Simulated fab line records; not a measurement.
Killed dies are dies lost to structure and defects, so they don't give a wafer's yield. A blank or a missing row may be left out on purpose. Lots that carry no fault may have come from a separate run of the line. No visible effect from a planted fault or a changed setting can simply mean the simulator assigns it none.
Matching of chambers | flow n5 finfet | rie si-04 running N5_PMOS_HMC_CHANNEL_EPI_ETCH_38: 4 sister chambers
The step etches SiO2 in CF4, target depth 1.5 nm. 4 wafers are shown with their chamber, then 11 later ones without.

WAFERS PAIRED WITH THEIR CHAMBERS
wafer  | chamber | drypump motor current A (A)
L094.1 | 0       | 6.2
L094.2 | 1       | 5.0
L094.3 | 3       | 6.2
L094.4 | 2       | 5.9

WAFERS WHOSE CHAMBER IS MISSING
wafer  | drypump motor current A (A)
L094.5 | 5.9
L094.6 | 6.2
L095.1 | 5.9
L095.3 | 5.1
L095.6 | 5.0
L097.1 | 5.9
L097.2 | 6.2
L097.3 | 6.2
L097.4 | 5.0
L097.5 | 5.9
L097.6 | 6.2

THE CHAMBER EACH PASSED THROUGH
wafer  | from the rows above     | in truth
L094.5 | 2                       | 2
L094.6 | can't be placed: 0 or 3 | 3
L095.1 | 2                       | 2
L095.3 | 1                       | 1
L095.6 | 1                       | 1
L097.1 | 2                       | 2
L097.2 | can't be placed: 0 or 3 | 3
L097.3 | can't be placed: 0 or 3 | 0
L097.4 | 1                       | 1
L097.5 | 2                       | 2
L097.6 | can't be placed: 0 or 3 | 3
Correctly placed: 7 of 11. Unplaceable from these rows: 4, with the true chamber sitting among the candidates in 4. Number placed wrongly: 0.
How it was worked out, from the rows above alone: a wafer's distance from a chamber is the root of the sum, over the readings, of the square of ((its reading less the chamber's mean) divided by the reading's scatter). The wafer belongs to the nearest chamber; if the next one is less than 2 further off, it can't be placed. For every chamber, the mean is computed from those of its wafers that are shown. The scatter: with one shown wafer a chamber, the root of the mean of the squares of how far each hidden wafer lies from its nearest shown one.
